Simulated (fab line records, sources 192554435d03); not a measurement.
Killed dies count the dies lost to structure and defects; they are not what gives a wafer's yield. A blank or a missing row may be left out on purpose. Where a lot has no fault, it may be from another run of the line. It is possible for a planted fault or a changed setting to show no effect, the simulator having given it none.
fab line records | flow n5-finfet
record lots=4 wafers=12 last-day=18
route steps=1938 shown STI_FIN_REVEAL@203 DUMMY_GATE@212 SDB@375 BEOL_M4@1111 PASSIVATION@1936
lots with no fault: from the same line, run without faults
start-h: the number of hours between the record's first day and the start of the first shown wafer of the lot | wait-h: hours since the lot's step before | " same as the row above | L1.1+2: several wafers, shown together as one row | - value missing, or start not given | * or withheld: withheld | < > ~ a bound
route shown NAME@n: names a module that has steps shown in the file, with the first one's number in the route | usual: mean and standard deviation over wafers with no fault | same: alike in all rows | chamber/n: place in a boat | sites: the reading at each site | _std_site: standard deviation of those values | _edge_site: the outer-site mean with the inner-site mean subtracted | radius-mm: how far each site lies from the wafer's centre | mask NAME#n: copy n | behind: the most recent tool/chamber to have shaped the wafer | hold: why the lot went on hold/how many hours it stayed there/how the hold came to an end | device: the transistor (n, p or np) that didn't switch | end of line: tests run on the same wafers once the route is complete | a step given without rows: its recipe and nothing more | killed: the dies lost at the first sort to structure and to defects; this is not the yield of the wafer | map: dies across one wafer; x = killed, . = not, _ = none there
set.NAME: the run value of the setting; set.NAME@STEP: its run value at that earlier step | model.NAME: the simulator's own value behind a step, which no gauge read
lots at selected steps of the route; one table per step, one row per wafer
services: the hour from which a tool's chamber was out of use, counted from the record's first day as start-h (under 0 if before that day), plus the number of hours and why
## steps
# step N5_STI_FIN_REVEAL_SRD_21
# recipe dry=ipa-marangoni time-s=30 temp-c=23 rinse-liquid=diw
# step N5_STI_FIN_REVEAL_OXIDATION_33
# recipe chemistry=O2_PLASMA_REMOTE temp-c=150 time-s=20 pressure-mtorr=1000 source-power-w=2000 o2-flow-sccm=3000
# step N5_STI_FIN_REVEAL_CLEAN_19
# recipe chemistry=O3/DIW temp-c=25 time-s=120 o3-ppm=10
# step N5_STI_FIN_REVEAL_SRD_23
# recipe dry=ipa-marangoni time-s=30 temp-c=23 rinse-liquid=diw
# step N5_STI_FIN_REVEAL_PRECLEAN_18
# recipe chemistry=SC2 time-s=45 temp-c=35 mix=1:1:50
# step N5_STI_FIN_REVEAL_SRD_28
# recipe dry=ipa-marangoni time-s=30 temp-c=23 rinse-liquid=diw
# step N5_DUMMY_GATE_PRECLEAN_00
# recipe chemistry=O3/DIW time-s=60 temp-c=22 o3-ppm=10
# step N5_DUMMY_GATE_SRD_01
# recipe time-s=30 temp-c=23 rinse-liquid=diw dry=ipa-marangoni
# step N5_DUMMY_GATE_ALD_02
# recipe material=SiO2 target-thk-a=20 temp-c=300 ald-precursor-family=BDEAS ald-co-reactant=O2-plasma pulse-time-s=1 pressure-torr=2
# step N5_DUMMY_GATE_CVD_03
# recipe material=a-Si target-thk-a=1500 temp-c=530 precursor=SiH4 time-s=8042
# usual susceptor-temp-C=529.98/0.19 zone-power-centre-pct=6.8/0.72 zone-power-upper-pct=7.0/0.69
# same time-s=8042
# columns lot.wafer tool chamber start-h wait-h susceptor-temp-C zone-power-centre-pct zone-power-upper-pct
L909.2 lpcvd-01 0/95 74.15 0.1 530.09 6.0 6.9
L909.3 " 0/100 " " 530.09 6.0 6.9
L909.4 " 0/104 " " 530.09 6.0 6.9
L916.1 lpcvd-01 0/90 117.55 0.1 529.59 6.0 6.9
L916.3 " 0/100 " " 529.59 6.0 6.9
L916.4 " 0/104 " " 529.59 6.0 6.9
L918.2 lpcvd-01 0/70 126.33 0.1 529.70 6.0 6.9
L918.4 " 0/79 " " 529.70 6.0 6.9
L918.5 " 0/84 " " 529.70 6.0 6.9
L923.3 lpcvd-02 0/100 156.39 0.1 530.28 6.3 7.2
L923.4 " 0/104 " " 530.28 6.3 7.2
L923.6 " 0/114 " " 530.28 6.3 7.2
# step N5_DUMMY_GATE_PRECLEAN_46
# recipe chemistry=DIW time-s=89.5 temp-c=23
# step N5_DUMMY_GATE_SRD_47
# recipe dry-time-s=32 dry=n2-spin spin-rpm=1500
# step N5_DUMMY_GATE_CMP_04
# recipe material=a-Si post-cmp-clean=alkaline-brush
# step N5_DUMMY_GATE_THK_MEAS_05
# usual thk-nm=71.9/1.1
# columns lot.wafer tool chamber start-h wait-h thk-nm
L909.2 film-metro-01 - 78.13 0.2 71.5
L909.3 " - " " 70.6
L909.4 " - " " 73.2
L916.1 film-metro-02 - 121.52 0.2 53.3
L916.3 " - " " 53.5
L916.4 " - " " 53.1
L918.2 film-metro-01 - 130.30 0.2 50.0
L918.4 " - " " 51.6
L918.5 " - " " 50.5
L923.3 film-metro-01 - 160.37 0.1 72.7
L923.4 " - " " 71.9
L923.6 " - " " 71.0
# step N5_DUMMY_GATE_HM_DEP_06
# recipe material=SiNx target-thk-a=800 precursor=DCS/NH3 temp-c=700 pressure-mtorr=300 time-s=5141
# step N5_DUMMY_GATE_PECVD_30
# recipe material=SiO2 target-thk-a=550 temp-c=400 precursor=TEOS/O2 pressure-torr=6.5 rf-w=withheld teos-flow-sccm=withheld gas=O2 flow-sccm=2650 time-s=10.8
# step N5_DUMMY_GATE_COAT_34
# recipe resist=SOC temp-c=250 time-s=60 spin-rpm=1500 resist-thk-nm=60
# step N5_DUMMY_GATE_COAT_35
# recipe resist=SiARC temp-c=220 time-s=60 spin-rpm=1500 resist-thk-nm=10
# step N5_DUMMY_GATE_COAT_28
# recipe resist=underlayer temp-c=205 time-s=60 spin-rpm=1500 resist-thk-nm=10
# step N5_DUMMY_GATE_COAT_09
# recipe resist=CAR-EUV spin-rpm=1500 resist-thk-nm=30
# step N5_DUMMY_GATE_EBR_11
# recipe solvent=PGMEA ebr-width-mm=1.5
# step N5_DUMMY_GATE_SOFTBAKE_10
# recipe temp-c=110 time-s=60 resist=CAR-EUV
# step N5_DUMMY_GATE_EXPOSE_12
# recipe mask-id=GATE na=0.33 source-shape=annular sigma-inner=0.2 sigma-outer=0.6 polarization=unpolarized target-cd-nm=25 dose-mj=34
# step N5_DUMMY_GATE_PEB_13
# recipe peb-temp-c=100 peb-time-s=60 resist=CAR-EUV
# step N5_DUMMY_GATE_DEVELOP_14
# recipe develop-time-s=30 developer=TMAH resist=CAR-EUV rinse-liquid=surfactant-rinse dry=air-spin dev-temp-c=23
# step N5_DUMMY_GATE_DESCUM_20
# recipe chemistry=O2 time-s=6.2 source-power-w=50 bias-power-w=20 pressure-mtorr=20 rf-frequency-hz=2.712e+07 temp-c=40 resist=CAR-EUV o2-flow-sccm=225
# step N5_DUMMY_GATE_ETCH_29
# recipe chemistry=N2/H2 target=underlayer target-depth-a=130 ion-energy-ev=200 pressure-mtorr=30 source-w=840 bias-w=150 n2-flow-sccm=200 h2-flow-sccm=200
# step N5_DUMMY_GATE_ETCH_36
# recipe chemistry=CF4 target=SiARC target-depth-a=130 pressure-mtorr=40 source-w=545 bias-w=36 Ar_flow_sccm=100 cf4-flow-sccm=100 ion-energy-ev=80
# step N5_DUMMY_GATE_ETCH_37
# recipe chemistry=N2/H2 target=SOC target-depth-a=600 overetch-a=300 temp-c=40 ion-energy-ev=200 pressure-mtorr=30 source-w=840 bias-w=150 n2-flow-sccm=200 h2-flow-sccm=200
# step N5_DUMMY_GATE_STRIP_38
# recipe chemistry=N2/H2 temp-c=40 n2-flow-sccm=200 h2-flow-sccm=200 rf-frequency-hz=6e+07
# step N5_DUMMY_GATE_STRIP_39
# recipe chemistry=N2/H2 temp-c=40 n2-flow-sccm=200 h2-flow-sccm=200 rf-frequency-hz=6e+07
# step N5_DUMMY_GATE_TRIM_49
# recipe chemistry=O2 resist=SOC time-s=29 target-cd-nm=14 source-power-w=300 bias-power-w=0 O2_flow_sccm=100 temp-c=20
# step N5_DUMMY_GATE_STRIP_40
# recipe chemistry=CF4 resist=SiARC power-w=300 bias-power-w=75 pressure-mtorr=50 cf4-flow-sccm=150 rf-frequency-hz=6e+07
# step N5_DUMMY_GATE_ETCH_31
# recipe chemistry=C4F6/O2 target=SiO2 mask-material=SOC target-depth-a=825 time-s=27.5 ion-energy-ev=250 pressure-mtorr=30 source-w=345 bias-w=185 Ar_flow_sccm=300 C4F6_flow_sccm=10 O2_flow_sccm=10
# step N5_DUMMY_GATE_STRIP_41
# recipe chemistry=O2 power-w=400 temp-c=40 pressure-mtorr=30 rf-frequency-hz=6e+07 bias-power-w=0 overash-fraction=0.3 o2-flow-sccm=225
# step N5_DUMMY_GATE_ETCH_44
# recipe chemistry=HBr/O2 over-etch-frac=0.7 target-depth-a=1275 stop-on=SiO2 ion-energy-ev=60 bias-w=20 target=poly-Si mask-material=SiO2 pressure-mtorr=20 icp-w=400 HBr_flow_sccm=120 O2_flow_sccm=10
# usual HBr_flow_sccm=120.0/0.36 drypump-motor-current-A=5.8/0.54 oes-product-au=0.730/0.013 throttle-valve-pct=18.49/0.18
# columns lot.wafer tool chamber start-h wait-h HBr_flow_sccm drypump-motor-current-A oes-product-au rf-hours-counter-h throttle-valve-pct
L909.2 rie-si-06 1 83.47 0.0 120.3 6.0 0.722 144 18.44
L909.3 " 2 " " 119.9 5.7 0.713 98 18.30
L909.4 " 0 " " 120.1 5.0 0.752 31 18.62
L916.1 rie-si-06 1 126.74 0.0 119.3 6.0 0.629 145 18.45
L916.3 " 2 " " 120.4 5.7 0.653 98 18.30
L916.4 " 0 " " 119.8 5.0 0.659 32 18.65
L918.2 rie-si-06 2 135.53 0.0 119.5 5.7 0.626 99 18.30
L918.4 " 0 " " 120.0 5.0 0.645 32 18.64
L918.5 " 3 " " 119.7 6.3 0.628 - 18.69
L923.3 rie-si-05 1 165.69 0.0 119.5 5.6 0.751 129 18.30
L923.4 " 3 " " 119.9 5.5 0.728 117 18.22
L923.6 " 3 " " 120.5 5.5 0.718 - 18.23
# step N5_SDB_THK_MEAS_31
# recipe reads=a-Si_of_DUMMY_GATE_CVD_03
# usual SDB_THK=64.2/1.1
# columns lot.wafer tool chamber start-h wait-h SDB_THK[nm]
L909.2 film-metro-01 - 106.99 - 63.8
L909.3 " - " " 62.8
L909.4 " - " " 65.4
L916.1 film-metro-01 - 149.02 - 45.5
L916.3 " - " " 45.8
L916.4 " - " " 45.3
L918.2 film-metro-02 - 157.88 - 42.2
L918.4 " - " " 43.9
L918.5 " - " " 42.8
L923.3 film-metro-01 - 187.32 - 64.9
L923.4 " - " " 64.2
L923.6 " - " " 63.3
# step N5_BEOL_M4_RC_MEAS_101
# usual DIBL_N=36.0/1.6 DIBL_P=35.8/2 IOFF_N=0.152/0.03 IOFF_P=0.20/0.031 ION_N=670/12 ION_P=459/7.4 SS_N=71.5/0.56 SS_P=73.2/0.64 VT_N=251/3.5 VT_P=-252/3.3
# columns lot.wafer tool chamber start-h wait-h DIBL_N[mV/V] DIBL_P[mV/V] IOFF_N[nA/um] IOFF_P[nA/um] ION_N[uA/um] ION_P[uA/um] SS_N[mV/dec] SS_P[mV/dec] VT_N[mV] VT_P[mV]
L909.2 prober-02 0 239.00 0.2 36.8 36.3 0.168 0.19 676 456 71.7 72.9 250 -253
L909.3 " 0 " " 37.7 38.8 0.193 0.23 682 463 72.0 74.0 248 -253
L909.4 " 0 " " 36.4 36.6 0.169 0.20 684 463 71.2 73.4 249 -254
L916.1 prober-02 0 262.11 0.0 35.1 35.8 0.133 0.18 669 455 71.4 72.8 252 -254
L916.3 " 0 " " 38.1 39.6 0.190 0.22 668 454 72.8 73.3 247 -250
L916.4 " 0 " " 37.1 39.3 0.179 0.23 684 470 71.6 72.8 247 -251
L918.2 prober-02 0 284.50 0.2 37.6 37.2 0.168 0.21 667 453 72.0 74.2 252 -253
L918.4 " 0 " " 38.1 37.7 0.174 0.22 679 465 71.8 73.9 251 -250
L918.5 " 0 " " 40.1 39.8 0.233 0.26 684 460 72.2 74.7 246 -249
L923.3 prober-02 0 329.27 0.3 34.8 33.4 0.128 0.20 659 464 71.4 73.2 252 -246
L923.4 " 0 " " 36.7 35.4 0.155 0.24 676 468 71.2 73.9 249 -246
L923.6 " 0 " " 36.1 34.2 0.141 0.21 667 461 71.7 73.1 251 -248
# step N5_PASSIVATION_PROBE_49
# usual defect-limited-yield=91.6/1.4 killed_at_M0_to_M3=33/10 killed_at_M4_up=13/5.3 killed-at-contacts=13/5.9 killed-at-front-end=36/12 killed-at-other=4/3.1 killed-dies=99/16 killed-on-rim=13/4.2 killed-open=65/13 killed-short=32/7.3 sort_bin_5_function=4.9/0.9 sort_bin_6_memory=3.1/0.66 sort-n-pass=1081/17 sort-yield-pct=91.6/1.4
# same gross-dies=1180 killed-at-back-side=0 sort_bin_4_leakage[%]=0 sort_bin_8_speed[%]=0
# columns lot.wafer tool chamber start-h wait-h defect-limited-yield[%] killed_at_M0_to_M3 killed_at_M4_up killed-at-contacts killed-at-front-end killed-at-other killed-dies killed-on-rim killed-open killed-short sort_bin_5_function[%] sort_bin_6_memory[%] sort-n-pass sort-yield-pct[%]
L909.3 prober-02 - 335.26 0.1 90.8 42 12 14 39 1 108 13 77 30 5.4 3.7 1072 90.8
L916.1 prober-02 - 365.92 0.0 85.5 26 23 22 97 3 171 62 78 39 6.0 3.9 1009 85.5
L916.3 prober-02 - 366.02 0.1 87.1 38 14 17 81 2 152 66 56 30 4.7 2.5 1028 87.1
L916.4 prober-02 - 366.07 0.2 84.1 36 18 25 107 2 188 60 92 22 6.3 3.8 992 84.1
L918.2 prober-02 - 391.42 0.1 86.3 20 5 2 134 1 162 87 46 12 3.1 1.8 1018 86.3
L918.4 prober-02 - 391.52 0.2 85.9 33 3 18 108 4 166 72 58 36 4.7 3.1 1014 85.9
L918.5 prober-02 - 391.57 0.2 85.8 31 8 19 106 4 168 73 57 39 4.7 3.3 1012 85.8
# killed by level:class
L909.3 STI_FIN_REVEAL:geometric-particle:open=13 MOL_CONTACT_COAG:geometric-particle:open=12 BEOL_M2:geometric-particle:open=9 BEOL_M1:geometric-particle:open=8 BEOL_M0_SAQP:geometric-particle:short=8 BEOL_M3:geometric-particle:open=7 FIN_SAQP:geometric-particle:open=6 GATE_CUT:geometric-particle:open=5
L916.1 DUMMY_GATE:area-cvd=52 MOL_CONTACT_COAG:geometric-particle:open=17 BEOL_M3:geometric-particle:open=16 BEOL_M4:geometric-particle:open=14 FIN_SAQP:geometric-particle:short=12 DUMMY_GATE:geometric-particle:open=6 GATE_CUT:geometric-particle:short=6 FIN_SAQP:geometric-particle:open=5
L916.3 DUMMY_GATE:area-cvd=65 BEOL_M3:geometric-particle:open=17 MOL_CONTACT_COAG:geometric-particle:open=12 BEOL_M0_SAQP:geometric-particle:short=8 BEOL_M4:geometric-particle:open=6 STI_FIN_REVEAL:geometric-particle:open=5 MOL_CONTACT_COAG:geometric-particle:short=5 BEOL_M3:geometric-particle:short=5
L916.4 DUMMY_GATE:area-cvd=56 MOL_CONTACT_COAG:geometric-particle:open=22 BEOL_M3:geometric-particle:open=22 HKMG_FIN:area-etch=13 FIN_SAQP:geometric-particle:open=8 BEOL_M4:geometric-particle:open=7 FIN_SAQP:geometric-particle:short=5 STI_FIN_REVEAL:geometric-particle:open=5
L918.2 DUMMY_GATE:area-cvd=104 STI_FIN_REVEAL:geometric-particle:open=12 FIN_SAQP:geometric-particle:open=6 BEOL_M1:geometric-particle:open=6 BEOL_M0_SAQP:geometric-particle:open=5 BEOL_M3:geometric-particle:open=4 FIN_SAQP:geometric-particle:short=3 BEOL_M2:geometric-particle:open=3
L918.4 DUMMY_GATE:area-cvd=72 MOL_CONTACT_COAG:geometric-particle:open=12 BEOL_M3:geometric-particle:open=9 GATE_CUT:geometric-particle:short=6 MOL_CONTACT_COAG:geometric-particle:short=6 BEOL_M0_SAQP:geometric-particle:open=6 BEOL_M1:geometric-particle:open=6 FIN_SAQP:geometric-particle:short=5
L918.5 DUMMY_GATE:area-cvd=70 MOL_CONTACT_COAG:geometric-particle:open=13 STI_FIN_REVEAL:geometric-particle:open=11 BEOL_M1:geometric-particle:open=9 BEOL_M0_SAQP:geometric-particle:short=7 FIN_SAQP:geometric-particle:short=6 MOL_CONTACT_COAG:geometric-particle:short=6 BEOL_M0_SAQP:geometric-particle:open=6
# map L916.4 (x killed, . not)
_________________xx.x.xxx.xx.________________
______________x.........x......._____________
___________.....xx........x..xx....__________
__________x....x........x.........x._________
________xx.x............x.x..........._______
_______.x.xx......x.......x........x..x______
______...............x.................x_____
_____xxx...x.......x..x.................x____
____x..................xxx...xx.x.x....xx.___
___x........x..................x.....x....x__
___x.........x....x.x........x..........x.x__
__x.......x....x.x..x.....................x._
__.x....x..........x.......x............xx.._
_x..........x.x.xx.x..xx...........x.....xxxx
_xxx.x.............x....x....x...............
_.xxx........x.....x.............xxx........x
_.............................x.......x..x..x
_...............x.x.....x.x.x...............x
_xx.....x.......xx................x.xx.......
_.x........x.x..............x...x..x.........
_..x............x................x.x........x
__...............x.........................x_
__.x.........x.......x................x...x._
___x.....x..........................x.....x__
___........x..x.x...x..x..................x__
____...................x..................___
_____....x....x.................x.x......____
______..x....................x.x.....x.x_____
_______x................x.....x.....x.x______
________x..........x.................._______
__________.....xxx.x..x..x...x...xxx_________
___________x....................x.x__________
______________x..x.............x_____________
_________________..xx.xx...xx________________
# map L918.5 (x killed, . not)
_________________...x......xx________________
______________x...............xx_____________
___________xxx.....x........x.....x__________
__________.........................x_________
________x.x......x.........x.........._______
_______...........x................x...______
______x.....x...x....x...........xx...xx_____
_____x.....x...x.x.x........x.......x....____
____x..............x.................x..xx___
___.x..........x.....x.........xx.........x__
___x.....x....................x...........x__
__x.............................x..........._
__.x.....x.............x..........x........x_
_x.x...................x.............x....x.x
_xx..x...................x...................
_.x....x.x........x....x..........x.........x
_xx.............................x.x.......x..
_x.......................x...........x.....xx
_..............................x....x....xx.x
_xx...x............x........................x
_xxx....x.......x.........................x.x
__x........................................x_
__....................x.......xx..x.x...x.xx_
___xx..x..................................x__
___x...............x...................x.x.__
____.x.......x.........x...............x..___
_____xx...............x..x...............____
______...........x....x......x...x..x.xx_____
_______x.......................x.x....x______
________xx....................x.x...xx_______
__________x....x.x..........x......._________
___________xx...x...x.......x.x.x.x__________
______________.x..x...x...x..x.x_____________
_________________xxxxx..x...x________________
## services
# columns tool chamber start-h hours kind
lpcvd-01 - 72.61 1.5 repair
rie-si-05 1 97.60 11.9 repair
rie-si-05 2 116.98 2.2 repair
rie-si-05 - 124.04 0.4 repair
rie-si-06 - 137.66 14.6 pm
## key
first-sign step=N5_DUMMY_GATE_THK_MEAS_05 reading=thk-nm direction=down sigmas=19 usual=* struck=*
effect step=N5_DUMMY_GATE_ETCH_44 reading=oes-product-au direction=down sigmas=7 usual=0.730 struck=0.640
effect step=N5_SDB_THK_MEAS_31 reading=SDB_THK direction=down sigmas=18 usual=64.2 struck=44.2
effect step=N5_PASSIVATION_PROBE_49 reading=killed-at-front-end direction=up sigmas=5.9 usual=36 struck=106
more-kills-born-at N5_DUMMY_GATE_CVD_03@lpcvd-01=419
met-at N5_DUMMY_GATE_CVD_03
struck-wafers L916.1,L916.3,L916.4,L918.2,L918.4,L918.5
baseline-loss step=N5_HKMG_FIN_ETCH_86 wafers=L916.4
onset-between 74.15 117.55
fault kind=site-profile-drift tool=lpcvd-01 chamber=0 onset-h=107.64 steps=N5_DUMMY_GATE_CVD_03 basis=fraction max-abs-drift=0.29378 slope-share-per-hr=65.285 site-pattern=0,0,0,0,0,-1,-1,-1,-1
# baseline-loss: these wafers lose ten dies or more at that step, a loss of the line's own and not of a fault; the sort's usual values leave them out
